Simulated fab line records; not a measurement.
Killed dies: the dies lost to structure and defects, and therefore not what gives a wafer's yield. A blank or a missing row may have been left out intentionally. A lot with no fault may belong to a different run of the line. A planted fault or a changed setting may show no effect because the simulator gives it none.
fab line records | flow n5_finfet | part 1 of 2: steps 1 to 19 of 26
[record] lots = 5 | wafers = 15 | last_day = 16
route steps=1938 shown BEOL_M15@1811 PASS1_DEP@1831 MIM_BOT@1832 MIM_TOP@1834
lots with no fault: from the same line, run without faults
start_h: hours from the record's opening day to when the first of the lot's shown wafers began | wait_h: hours from the lot's prior step to this one | " identical to the entry in the row above | L1.1+2: one row covering several wafers at once | - no value present, or no start provided | * or withheld: withheld | < > ~ a bound
route shown NAME@n: a module of which the file shows steps, and the number in the route of the first | usual: the fault-free wafers' mean and standard deviation | same: alike in all rows | chamber/n: place in a boat | sites: each site's reading | _std_site: the values' standard deviation | _edge_site: mean of outer sites minus mean of inner sites | radius_mm: for every site, how far away it sits from the centre of the wafer | mask NAME#n: copy n | behind: the most recent tool/chamber to have shaped the wafer | hold: why the lot went on hold/how many hours it stayed there/how the hold came to an end | device: whichever transistor did not switch (one of n, p or np) | end of line: tests of these same wafers at the route's end | a step with no rows: only its recipe | killed: the dies lost at the first sort to structure and to defects; this is not the yield of the wafer | map: shows each die of a wafer: x if killed, . if not, _ if none is there
set.NAME: the setting the step ran with; set.NAME@STEP: the setting that earlier step ran with | model.NAME: the simulator's own value behind a step, which no gauge read
a table for each step, a row for each wafer; lots at some steps of the route
services: the hour from which a tool's chamber was out of use, counted from the record's first day as start_h (under 0 if before that day), plus the number of hours and why
[[steps]]
[step N5_BEOL_M15_STRIP_36]
[recipe] chemistry = O2 | power_w = 600 | temp_c = 60 | pressure_mtorr = 30 | rf_frequency_hz = 6e+07 | bias_power_w = 0 | overash_fraction = 0.3 | o2_flow_sccm = 225
[usual] drypump_motor_current_A = 5.91/0.29 | oes_product_au = 0.78/0.085 | rf_vpp_V = 3.5/0.94 | showerhead_plenum_p_Torr = 2.09/0.056 | throttle_valve_pct = 16.63/0.24
[same] bias_power_w = 0
lot.wafer | tool        | chamber | start_h | wait_h | drypump_motor_current_A | oes_product_au | rf_hours_counter_h | rf_vpp_V | showerhead_plenum_p_Torr | throttle_valve_pct
L080.2    | rie_diel-06 | 1       | 275.66  | 4.5    | 6.50                    | 0.82           | 83                 | 2.5      | 2.12                     | 16.34
L080.4    | "           | 2       | "       | "      | 6.03                    | 0.69           | 226                | 3.8      | 2.08                     | 16.91
L080.6    | "           | 0       | "       | "      | 5.78                    | 0.69           | -                  | 2.5      | 2.19                     | 16.93
L081.1    | rie_diel-06 | 1       | 298.35  | 0.6    | 6.51                    | 0.82           | 89                 | 3.5      | 2.11                     | 16.37
L081.3    | "           | 0       | "       | "      | 5.76                    | 0.68           | 208                | 2.4      | 2.19                     | 16.94
L081.5    | "           | 1       | "       | "      | 6.48                    | 0.83           | -                  | 2.9      | 2.11                     | 16.33
L083.1    | rie_diel-02 | 2       | 303.42  | 0.3    | 5.97                    | 0.71           | 206                | 3.5      | 2.10                     | 16.65
L083.2    | "           | 0       | "       | "      | 5.49                    | 0.86           | 56                 | 4.1      | 2.03                     | 16.41
L083.4    | "           | 3       | "       | "      | 6.15                    | 0.85           | 49                 | 3.8      | 2.05                     | 16.41
L084.1    | rie_diel-06 | 2       | 303.92  | 0.1    | 6.04                    | 0.69           | 235                | 2.8      | 2.08                     | 16.94
L084.4    | "           | 2       | "       | "      | 6.01                    | 0.67           | -                  | 3.6      | 2.08                     | 16.90
L084.5    | "           | 0       | "       | "      | 5.79                    | 0.69           | -                  | 4.7      | 2.19                     | 16.96
L094.2    | rie_diel-03 | 1       | 370.91  | 3.7    | 5.48                    | 0.96           | 5                  | 2.9      | 2.04                     | 16.53
L094.4    | "           | 0       | "       | "      | 5.73                    | 0.71           | 222                | 5.0      | 2.00                     | 16.87
L094.6    | "           | 1       | "       | "      | 5.49                    | 0.94           | -                  | 4.8      | 2.04                     | 16.58
[step N5_BEOL_M15_STRIP_62]
[recipe] chemistry = O2 | power_w = 600 | temp_c = 60 | pressure_mtorr = 30 | rf_frequency_hz = 6e+07 | bias_power_w = 0 | overash_fraction = 0.3 | o2_flow_sccm = 225
[usual] drypump_motor_current_A = 5.92/0.29 | oes_product_au = 0.77/0.085 | rf_vpp_V = 3.7/0.49 | showerhead_plenum_p_Torr = 2.09/0.056 | throttle_valve_pct = 16.63/0.24
[same] bias_power_w = 0
lot.wafer | tool        | chamber | start_h | wait_h | drypump_motor_current_A | oes_product_au | rf_hours_counter_h | rf_vpp_V | showerhead_plenum_p_Torr | throttle_valve_pct
L080.2    | rie_diel-06 | 1       | -       | -      | 6.50                    | 0.83           | 83                 | 2.9      | 2.12                     | 16.36
L080.4    | "           | 2       | "       | "      | 6.04                    | 0.69           | 226                | 3.6      | 2.08                     | 16.90
L080.6    | "           | 0       | "       | "      | 5.77                    | 0.69           | -                  | 3.3      | 2.19                     | 16.93
L081.1    | rie_diel-06 | 1       | -       | -      | 6.49                    | 0.83           | 89                 | 4.2      | 2.11                     | 16.37
L081.3    | "           | 0       | "       | "      | 5.77                    | 0.68           | 208                | 3.9      | 2.19                     | 16.94
L081.5    | "           | 1       | "       | "      | 6.52                    | 0.82           | -                  | 4.0      | 2.11                     | 16.36
L083.1    | rie_diel-02 | 2       | -       | -      | 5.98                    | 0.70           | 206                | 3.3      | 2.10                     | 16.63
L083.2    | "           | 0       | "       | "      | 5.47                    | 0.86           | 56                 | 4.1      | 2.03                     | 16.44
L083.4    | "           | 3       | "       | "      | 6.15                    | 0.84           | 49                 | 2.8      | 2.05                     | 16.43
L084.1    | rie_diel-06 | 2       | -       | -      | 6.05                    | 0.68           | 235                | 3.0      | 2.08                     | 16.91
L084.4    | "           | 2       | "       | "      | 6.02                    | 0.68           | -                  | 4.7      | 2.08                     | 16.90
L084.5    | "           | 0       | "       | "      | 5.81                    | 0.68           | -                  | 3.2      | 2.19                     | 16.96
L094.2    | rie_diel-03 | 1       | -       | -      | 5.45                    | 0.97           | 5                  | 3.4      | 2.04                     | 16.55
L094.4    | "           | 0       | "       | "      | 5.73                    | 0.71           | 222                | 4.0      | 1.99                     | 16.89
L094.6    | "           | 1       | "       | "      | 5.46                    | 0.95           | -                  | 3.8      | 2.04                     | 16.54
[step N5_BEOL_M15_STRIP_37]
[recipe] chemistry = O2 | power_w = 600 | temp_c = 60 | pressure_mtorr = 30 | rf_frequency_hz = 6e+07 | bias_power_w = 0 | overash_fraction = 0.3 | o2_flow_sccm = 225
[usual] drypump_motor_current_A = 5.92/0.29 | oes_product_au = 0.78/0.086 | rf_vpp_V = 3.7/0.64 | showerhead_plenum_p_Torr = 2.09/0.056 | throttle_valve_pct = 16.63/0.24
[same] bias_power_w = 0
lot.wafer | tool        | chamber | start_h | wait_h | drypump_motor_current_A | oes_product_au | rf_hours_counter_h | rf_vpp_V | showerhead_plenum_p_Torr | throttle_valve_pct
L080.2    | rie_diel-06 | 1       | -       | -      | 6.51                    | 0.83           | 83                 | 3.8      | 2.12                     | 16.36
L080.4    | "           | 2       | "       | "      | 6.06                    | 0.69           | 226                | 4.1      | 2.08                     | 16.90
L080.6    | "           | 0       | "       | "      | 5.80                    | 0.69           | -                  | 3.4      | 2.19                     | 16.92
L081.1    | rie_diel-06 | 1       | -       | -      | 6.49                    | 0.82           | 89                 | 4.0      | 2.11                     | 16.36
L081.3    | "           | 0       | "       | "      | 5.79                    | 0.68           | 208                | 3.9      | 2.19                     | 16.96
L081.5    | "           | 1       | "       | "      | 6.47                    | 0.81           | -                  | 4.8      | 2.11                     | 16.38
L083.1    | rie_diel-02 | 2       | -       | -      | 5.96                    | 0.70           | 206                | 4.1      | 2.10                     | 16.63
L083.2    | "           | 0       | "       | "      | 5.49                    | 0.85           | 56                 | 3.6      | 2.03                     | 16.43
L083.4    | "           | 3       | "       | "      | 6.14                    | 0.84           | 49                 | 3.9      | 2.05                     | 16.45
L084.1    | rie_diel-06 | 2       | -       | -      | 6.05                    | 0.68           | 235                | 3.0      | 2.08                     | 16.93
L084.4    | "           | 2       | "       | "      | 6.04                    | 0.69           | -                  | 3.1      | 2.08                     | 16.94
L084.5    | "           | 0       | "       | "      | 5.78                    | 0.69           | -                  | 4.1      | 2.19                     | 16.93
L094.2    | rie_diel-03 | 1       | -       | -      | 5.47                    | 0.97           | 5                  | 2.9      | 2.04                     | 16.55
L094.4    | "           | 0       | "       | "      | 5.73                    | 0.72           | 222                | 4.3      | 2.00                     | 16.89
L094.6    | "           | 1       | "       | "      | 5.47                    | 0.97           | -                  | 4.4      | 2.04                     | 16.55
[step N5_BEOL_M15_ETCH_38]
[recipe] chemistry = CF4/N2 | target = SiCN | target_depth_a = 1064 | taper_deg = 2 | time_s = 120.5 | ion_energy_ev = 150 | mask_material = SiO2 | pressure_mtorr = 40 | source_w = 430 | bias_w = 70 | Ar_flow_sccm = 100 | cf4_flow_sccm = 60 | n2_flow_sccm = 60
[usual] drypump_motor_current_A = 5.91/0.29 | mfc_ar_sccm = 100.0/0.3 | oes_product_au = 0.78/0.076 | rf_vpp_V = 382.3/1.7 | showerhead_plenum_p_Torr = 2.20/0.056 | throttle_valve_pct = 15.41/0.22
lot.wafer | tool        | chamber | start_h | wait_h | drypump_motor_current_A | mfc_ar_sccm | oes_product_au | rf_hours_counter_h | rf_vpp_V | showerhead_plenum_p_Torr | throttle_valve_pct
L080.2    | rie_diel-06 | 1       | -       | -      | 6.51                    | 100.4       | 0.80           | 83                 | 382.3    | 2.24                     | 15.17
L080.4    | "           | 2       | "       | "      | 6.04                    | 100.1       | 0.71           | 226                | 381.0    | 2.15                     | 15.47
L080.6    | "           | 0       | "       | "      | 5.76                    | 100.2       | 0.71           | -                  | 384.0    | 2.28                     | 15.57
L081.1    | rie_diel-06 | 1       | -       | -      | 6.48                    | 99.8        | 0.79           | 89                 | 382.7    | 2.24                     | 15.18
L081.3    | "           | 0       | "       | "      | 5.78                    | 100.4       | 0.71           | 208                | 384.0    | 2.27                     | 15.59
L081.5    | "           | 1       | "       | "      | 6.48                    | 99.9        | 0.80           | -                  | 382.8    | 2.24                     | 15.19
L083.1    | rie_diel-02 | 2       | -       | -      | 5.93                    | 99.8        | 0.71           | 206                | 380.5    | 2.19                     | 15.32
L083.2    | "           | 0       | "       | "      | 5.45                    | 99.7        | 0.84           | 56                 | 381.7    | 2.15                     | 15.26
L083.4    | "           | 3       | "       | "      | 6.16                    | 99.9        | 0.86           | 49                 | 381.2    | 2.17                     | 15.22
L084.1    | rie_diel-06 | 2       | -       | -      | 6.03                    | 99.3        | 0.71           | 235                | 381.6    | 2.15                     | 15.49
L084.4    | "           | 2       | "       | "      | 6.03                    | 100.0       | 0.71           | -                  | 382.4    | 2.15                     | 15.48
L084.5    | "           | 0       | "       | "      | 5.79                    | 100.0       | 0.71           | -                  | 384.5    | 2.27                     | 15.60
L094.2    | rie_diel-03 | 1       | -       | -      | 5.43                    | 100.5       | 0.95           | 5                  | 381.4    | 2.17                     | 15.37
L094.4    | "           | 0       | "       | "      | 5.71                    | 100.0       | 0.73           | 223                | 379.2    | 2.10                     | 15.65
L094.6    | "           | 1       | "       | "      | 5.45                    | 100.2       | 0.96           | -                  | 381.1    | 2.17                     | 15.38
[step N5_BEOL_M15_PRECLEAN_39]
[recipe] chemistry = residue_remover | time_s = 60 | temp_c = 40
lot.wafer  | tool         | chamber | start_h | wait_h
L080.2+4+6 | wet_bench-03 | 2,6,7   | 275.93  | -
L081.1+3+5 | wet_bench-01 | 4,3,5   | 298.62  | -
L083.1+2+4 | wet_bench-01 | 0,5,7   | 303.70  | -
L084.1+4+5 | wet_bench-03 | 5,0,1   | 304.20  | -
L094.2+4+6 | wet_bench-02 | 4,0,6   | 371.19  | -
[step N5_BEOL_M15_SRD_40]
[recipe] time_s = 30 | temp_c = 23 | rinse_liquid = diw | dry = n2_spin | spin_rpm = 1500 | dry_time_s = 30
lot.wafer  | tool         | chamber | start_h | wait_h
L080.2+4+6 | wet_bench-03 | 2,6,7   | 275.95  | 0.0
L081.1+3+5 | wet_bench-01 | 4,3,5   | 298.64  | 0.0
L083.1+2+4 | wet_bench-01 | 0,5,7   | 303.72  | 0.0
L084.1+4+5 | wet_bench-03 | 5,0,1   | 304.22  | 0.0
L094.2+4+6 | wet_bench-02 | 4,0,6   | 371.21  | 0.0
[step N5_BEOL_M15_DEGAS_41]
[recipe] ambient = vacuum | temp_c = 300 | time_s = 60
[usual] heater_power_w = 452/35
lot.wafer | tool           | chamber | start_h | wait_h | heater_power_w
L080.2    | pvd_sputter-02 | -       | 276.37  | 0.4    | 455
L080.4    | "              | -       | "       | "      | 396
L080.6    | "              | -       | "       | "      | 471
L081.1    | pvd_sputter-01 | -       | 299.19  | 0.5    | 418
L081.3    | "              | -       | "       | "      | 445
L081.5    | "              | -       | "       | "      | 436
L083.1    | pvd_sputter-03 | -       | 304.23  | 0.5    | 402
L083.2    | "              | -       | "       | "      | 446
L083.4    | "              | -       | "       | "      | 465
L084.1    | pvd_sputter-02 | -       | 304.55  | 0.3    | 428
L084.4    | "              | -       | "       | "      | 487
L084.5    | "              | -       | "       | "      | 469
L094.2    | pvd_sputter-02 | -       | 371.45  | 0.2    | 482
L094.4    | "              | -       | "       | "      | 440
L094.6    | "              | -       | "       | "      | 487
[step N5_BEOL_M15_PRE_CLEAN_42]
[recipe] gas = H2/He | time_s = 30 | temp_c = 300
[usual] heater_power_w = 452/36
lot.wafer | tool           | chamber | start_h | wait_h | heater_power_w
L080.2    | pvd_sputter-02 | -       | 276.41  | 0.0    | 461
L080.4    | "              | -       | "       | "      | 407
L080.6    | "              | -       | "       | "      | 466
L081.1    | pvd_sputter-01 | -       | 299.23  | 0.0    | 428
L081.3    | "              | -       | "       | "      | 440
L081.5    | "              | -       | "       | "      | 411
L083.1    | pvd_sputter-03 | -       | 304.27  | 0.0    | 403
L083.2    | "              | -       | "       | "      | 466
L083.4    | "              | -       | "       | "      | 447
L084.1    | pvd_sputter-02 | -       | 304.59  | 0.0    | 442
L084.4    | "              | -       | "       | "      | 478
L084.5    | "              | -       | "       | "      | 493
L094.2    | pvd_sputter-02 | -       | 371.49  | 0.0    | 478
L094.4    | "              | -       | "       | "      | 426
L094.6    | "              | -       | "       | "      | 485
[step N5_BEOL_M15_SPUTTER_43]
[recipe] material = TaN | target_thk_a = 150 | temp_c = 50 | bias_v = 168.6 | power_w = 15000 | chamber_pressure_pa = 0.12 | time_s = 24.19
[usual] throttle_valve_pct = 30.1/0.97
lot.wafer | tool           | chamber | start_h | wait_h | throttle_valve_pct
L080.2    | pvd_sputter-02 | -       | 276.45  | 0.0    | 31.4
L080.4    | "              | -       | "       | "      | 30.7
L080.6    | "              | -       | "       | "      | 31.5
L081.1    | pvd_sputter-01 | -       | 299.27  | 0.0    | 31.1
L081.3    | "              | -       | "       | "      | 29.2
L081.5    | "              | -       | "       | "      | 31.0
L083.1    | pvd_sputter-03 | -       | 304.31  | 0.0    | 29.9
L083.2    | "              | -       | "       | "      | 28.3
L083.4    | "              | -       | "       | "      | 29.4
L084.1    | pvd_sputter-02 | -       | 304.63  | 0.0    | 31.1
L084.4    | "              | -       | "       | "      | 29.6
L084.5    | "              | -       | "       | "      | 29.1
L094.2    | pvd_sputter-02 | -       | 371.53  | 0.0    | 29.8
L094.4    | "              | -       | "       | "      | 31.0
L094.6    | "              | -       | "       | "      | 29.2
[step N5_BEOL_M15_SPUTTER_44]
[recipe] material = Ta | target_thk_a = 150 | temp_c = 50 | bias_v = 80 | power_w = 15000 | chamber_pressure_pa = 0.07 | time_s = 24.19
[usual] throttle_valve_pct = 30.1/0.95
lot.wafer | tool           | chamber | start_h | wait_h | throttle_valve_pct
L080.2    | pvd_sputter-02 | -       | 276.53  | 0.0    | 31.3
L080.4    | "              | -       | "       | "      | 30.1
L080.6    | "              | -       | "       | "      | 31.2
L081.1    | pvd_sputter-01 | -       | 299.35  | 0.0    | 31.0
L081.3    | "              | -       | "       | "      | 29.0
L081.5    | "              | -       | "       | "      | 30.9
L083.1    | pvd_sputter-03 | -       | 304.39  | 0.0    | 30.3
L083.2    | "              | -       | "       | "      | 28.6
L083.4    | "              | -       | "       | "      | 29.8
L084.1    | pvd_sputter-02 | -       | 304.71  | 0.0    | 31.2
L084.4    | "              | -       | "       | "      | 29.3
L084.5    | "              | -       | "       | "      | 29.7
L094.2    | pvd_sputter-02 | -       | 371.61  | 0.0    | 29.5
L094.4    | "              | -       | "       | "      | 30.9
L094.6    | "              | -       | "       | "      | 29.4
[step N5_BEOL_M15_SPUTTER_45]
[recipe] material = Cu | target_thk_a = 1000 | temp_c = -20 | bias_v = 60 | power_w = 26000 | chamber_pressure_pa = 0.13 | time_s = 16.67
[usual] throttle_valve_pct = 30.1/0.96
lot.wafer | tool           | chamber | start_h | wait_h | throttle_valve_pct
L080.2    | pvd_sputter-02 | -       | 276.61  | 0.0    | 31.4
L080.4    | "              | -       | "       | "      | 30.4
L080.6    | "              | -       | "       | "      | 31.5
L081.1    | pvd_sputter-01 | -       | 299.43  | 0.0    | 31.0
L081.3    | "              | -       | "       | "      | 29.2
L081.5    | "              | -       | "       | "      | 31.5
L083.1    | pvd_sputter-03 | -       | 304.47  | 0.0    | 30.3
L083.2    | "              | -       | "       | "      | 28.2
L083.4    | "              | -       | "       | "      | 30.0
L084.1    | pvd_sputter-02 | -       | 304.79  | 0.0    | 31.0
L084.4    | "              | -       | "       | "      | 29.5
L084.5    | "              | -       | "       | "      | 29.5
L094.2    | pvd_sputter-02 | -       | 371.69  | 0.0    | 29.7
L094.4    | "              | -       | "       | "      | 31.0
L094.6    | "              | -       | "       | "      | 29.7
[step N5_BEOL_M15_ECD_47]
[recipe] material = Cu | target_thk_a = 18600
lot.wafer  | tool      | chamber | start_h | wait_h
L080.2+4+6 | ecd_cu-01 | 1       | 276.73  | 0.1
L081.1+3+5 | ecd_cu-02 | 0       | 299.55  | 0.1
L083.1+2+4 | ecd_cu-01 | 1,0,0   | 304.58  | 0.1
L084.1+4+5 | ecd_cu-02 | 0,0,1   | 304.92  | 0.1
L094.2+4+6 | ecd_cu-01 | 0       | 371.80  | 0.1
[step N5_BEOL_M15_ANNEAL_48]
[recipe] temp_c = 225 | time_s = 90 | ambient = N2
[usual] wafer_temp_C_max = 226.0/0.35
lot.wafer | tool          | chamber | start_h | wait_h | wafer_temp_C_max
L080.2    | rtp_anneal-01 | 0       | 277.11  | 0.3    | 225.5
L080.4    | "             | 0       | "       | "      | 225.7
L080.6    | "             | 0       | "       | "      | 225.9
L081.1    | rtp_anneal-01 | 0       | 300.11  | 0.5    | 225.7
L081.3    | "             | 0       | "       | "      | 225.8
L081.5    | "             | 0       | "       | "      | 225.9
L083.1    | rtp_anneal-01 | 0       | 305.05  | 0.4    | 225.6
L083.2    | "             | 0       | "       | "      | 225.5
L083.4    | "             | 0       | "       | "      | 225.7
L084.1    | rtp_anneal-01 | 0       | 305.32  | 0.3    | 225.5
L084.4    | "             | 0       | "       | "      | 225.7
L084.5    | "             | 0       | "       | "      | 225.9
L094.2    | rtp_anneal-01 | 0       | 372.09  | 0.2    | 225.9
L094.4    | "             | 0       | "       | "      | 225.6
L094.6    | "             | 0       | "       | "      | 225.6
[step N5_BEOL_M15_CMP_49]
[recipe] stop_on = SiO2 | t_overpolish_s = 4.9 | down_force_psi = 2 | platen_rpm = 80 | clearing_platen_down_force_psi = 2 | clearing_platen_rpm = 80 | post_cmp_clean = cu_alkaline | target_thk_nm = 850 | clearing_platen_pad_velocity_m_s = 1.5917 | pad_velocity_m_s = 1.5917
[usual] barrier_field_endpoint_s = 11.4/0.4 | clearing_platen_down_force_psi = 1.999/0.0035 | motor_current_A = 8.2/0.66 | overpolish_run_s = 4.899/0.0088
[same] t_overpolish_s = 4.9
lot.wafer | tool   | chamber | start_h | wait_h | barrier_field_endpoint_s | clearing_platen_down_force_psi | motor_current_A | overpolish_run_s
L080.2    | cmp-01 | 2       | 277.38  | 0.2    | 11.6                     | 1.997                          | 7.6             | 4.906
L080.4    | "      | 1       | "       | "      | 11.9                     | 1.999                          | 9.4             | 4.891
L080.6    | "      | 3       | "       | "      | 11.9                     | 2.003                          | 7.8             | 4.901
L081.1    | cmp-03 | 1       | 300.50  | 0.3    | 11.3                     | 2.002                          | 9.2             | 4.903
L081.3    | "      | 2       | "       | "      | 10.8                     | 1.997                          | 7.2             | 4.879
L081.5    | "      | 0       | "       | "      | 11.3                     | 1.992                          | 8.0             | 4.899
L083.1    | cmp-04 | 1       | 305.40  | 0.3    | 12.0                     | 2.002                          | 8.3             | 4.902
L083.2    | "      | 2       | "       | "      | 11.2                     | 2.000                          | 8.4             | 4.904
L083.4    | "      | 3       | "       | "      | 11.0                     | 1.997                          | 7.4             | 4.911
L084.1    | cmp-03 | 1       | 305.65  | 0.3    | 11.3                     | 2.004                          | 9.5             | 4.914
L084.4    | "      | 3       | "       | "      | 10.8                     | 1.999                          | 8.1             | 4.907
L084.5    | "      | 1       | "       | "      | 11.2                     | 2.001                          | 9.3             | 4.889
L094.2    | cmp-03 | 0       | 372.38  | 0.2    | 11.9                     | 1.997                          | 8.0             | 4.898
L094.4    | "      | 1       | "       | "      | 11.7                     | 2.006                          | 9.2             | 4.901
L094.6    | "      | 0       | "       | "      | 12.1                     | 2.000                          | 8.3             | 4.892
[step N5_BEOL_M15_THK_MEAS_50]
[recipe] thk_meas_gauge = xrf | reads = Cu_of_BEOL_M15_ECD_47
[usual] M15_THK = 860/20
lot.wafer | tool          | chamber | start_h | wait_h | M15_THK[nm]
L080.2    | film_metro-01 | -       | 277.67  | -      | 869
L080.4    | "             | -       | "       | "      | 887
L080.6    | "             | -       | "       | "      | 864
L081.1    | film_metro-01 | -       | 300.72  | -      | 803
L081.3    | "             | -       | "       | "      | 876
L081.5    | "             | -       | "       | "      | 807
L083.1    | film_metro-01 | -       | 305.65  | -      | 863
L083.2    | "             | -       | "       | "      | 872
L083.4    | "             | -       | "       | "      | 883
L084.1    | film_metro-01 | -       | 305.91  | -      | 848
L084.4    | "             | -       | "       | "      | 867
L084.5    | "             | -       | "       | "      | 849
L094.2    | film_metro-01 | -       | 372.64  | -      | 873
L094.4    | "             | -       | "       | "      | 866
L094.6    | "             | -       | "       | "      | 879
[step N5_BEOL_M15_PRE_CLEAN_52]
[recipe] gas = NH3 | time_s = 15 | temp_c = withheld | rf_power_w = 300
lot.wafer  | tool     | chamber | start_h | wait_h
L080.2+4+6 | pecvd-04 | 1,1,0   | 277.71  | 0.0
L081.1+3+5 | pecvd-03 | 0,1,2   | 300.75  | 0.0
L083.1+2+4 | pecvd-03 | 1,2,1   | 305.69  | 0.0
L084.1+4+5 | pecvd-02 | 1,0,1   | 305.95  | 0.0
L094.2+4+6 | pecvd-03 | 1,1,0   | 372.67  | 0.0
[step N5_BEOL_M15_DEP_53]
[recipe] material = SiCN | target_thk_a = 500 | temp_c = withheld | precursor = 3MS/NH3 | pressure_torr = 3 | rf_w = 675 | time_s = 17.8
[usual] showerhead_plenum_p_Torr = 4.157/0.016 | throttle_valve_pct = 18.4/1.2
lot.wafer | tool     | chamber | start_h | wait_h | showerhead_plenum_p_Torr | throttle_valve_pct
L080.2    | pecvd-04 | 1       | 277.73  | 0.0    | 4.126                    | 18.5
L080.4    | "        | 1       | "       | "      | 4.129                    | 18.5
L080.6    | "        | 0       | "       | "      | 4.156                    | 16.6
L081.1    | pecvd-03 | 0       | 300.78  | 0.0    | 4.163                    | 18.3
L081.3    | "        | 1       | "       | "      | 4.127                    | 20.3
L081.5    | "        | 2       | "       | "      | 4.174                    | 17.3
L083.1    | pecvd-03 | 1       | 305.72  | 0.0    | 4.141                    | 20.1
L083.2    | "        | 2       | "       | "      | 4.162                    | 17.4
L083.4    | "        | 1       | "       | "      | 4.131                    | 20.2
L084.1    | pecvd-02 | 1       | 305.97  | 0.0    | 4.151                    | 18.5
L084.4    | "        | 0       | "       | "      | 4.163                    | 20.5
L084.5    | "        | 1       | "       | "      | 4.147                    | 18.5
L094.2    | pecvd-03 | 1       | 372.70  | 0.0    | 4.139                    | 20.2
L094.4    | "        | 1       | "       | "      | 4.141                    | 20.0
L094.6    | "        | 0       | "       | "      | 4.173                    | 18.2
[step N5_BEOL_M15_RS_MEAS_54]
[recipe] thk_meas_gauge = four-point-probe | reads = Cu_of_BEOL_M15_ECD_47+Ta_of_BEOL_M15_SPUTTER_44+TaN_of_BEOL_M15_SPUTTER_43
[usual] M15_RS = 0.0215/0.00052
lot.wafer | tool          | chamber | start_h | wait_h | M15_RS[ohm/sq]
L080.2    | film_metro-01 | -       | 277.80  | 0.1    | 0.0214
L080.4    | "             | -       | "       | "      | 0.0209
L080.6    | "             | -       | "       | "      | 0.0215
L081.1    | film_metro-01 | -       | 300.84  | 0.0    | 0.0231
L081.3    | "             | -       | "       | "      | 0.0211
L081.5    | "             | -       | "       | "      | 0.0229
L083.1    | film_metro-01 | -       | 305.78  | 0.0    | 0.0215
L083.2    | "             | -       | "       | "      | 0.0212
L083.4    | "             | -       | "       | "      | 0.0209
L084.1    | film_metro-01 | -       | 306.04  | 0.0    | 0.0218
L084.4    | "             | -       | "       | "      | 0.0213
L084.5    | "             | -       | "       | "      | 0.0217
L094.2    | film_metro-01 | -       | 372.77  | 0.1    | 0.0209
L094.4    | "             | -       | "       | "      | 0.0210
L094.6    | "             | -       | "       | "      | 0.0207
[step N5_BEOL_M15_INSPECT_55]
[recipe] inspect_instrument = darkfield | mode = post_dep
[usual] raw_defect_count = 64/24
lot.wafer | tool              | chamber | start_h | wait_h | raw_defect_count
L080.2    | defect_inspect-02 | -       | 277.83  | 0.0    | 82
L080.4    | "                 | -       | "       | "      | 71
L080.6    | "                 | -       | "       | "      | 91
L081.1    | defect_inspect-02 | -       | 300.87  | 0.0    | 32
L081.3    | "                 | -       | "       | "      | 28
L081.5    | "                 | -       | "       | "      | 49
L083.1    | defect_inspect-01 | -       | 305.81  | 0.0    | 39
L083.2    | "                 | -       | "       | "      | 56
L083.4    | "                 | -       | "       | "      | 62
L084.1    | defect_inspect-02 | -       | 306.07  | 0.0    | 75
L084.4    | "                 | -       | "       | "      | 37
L084.5    | "                 | -       | "       | "      | 95
L094.2    | defect_inspect-01 | -       | 372.79  | 0.0    | 46
L094.4    | "                 | -       | "       | "      | 32
L094.6    | "                 | -       | "       | "      | 60
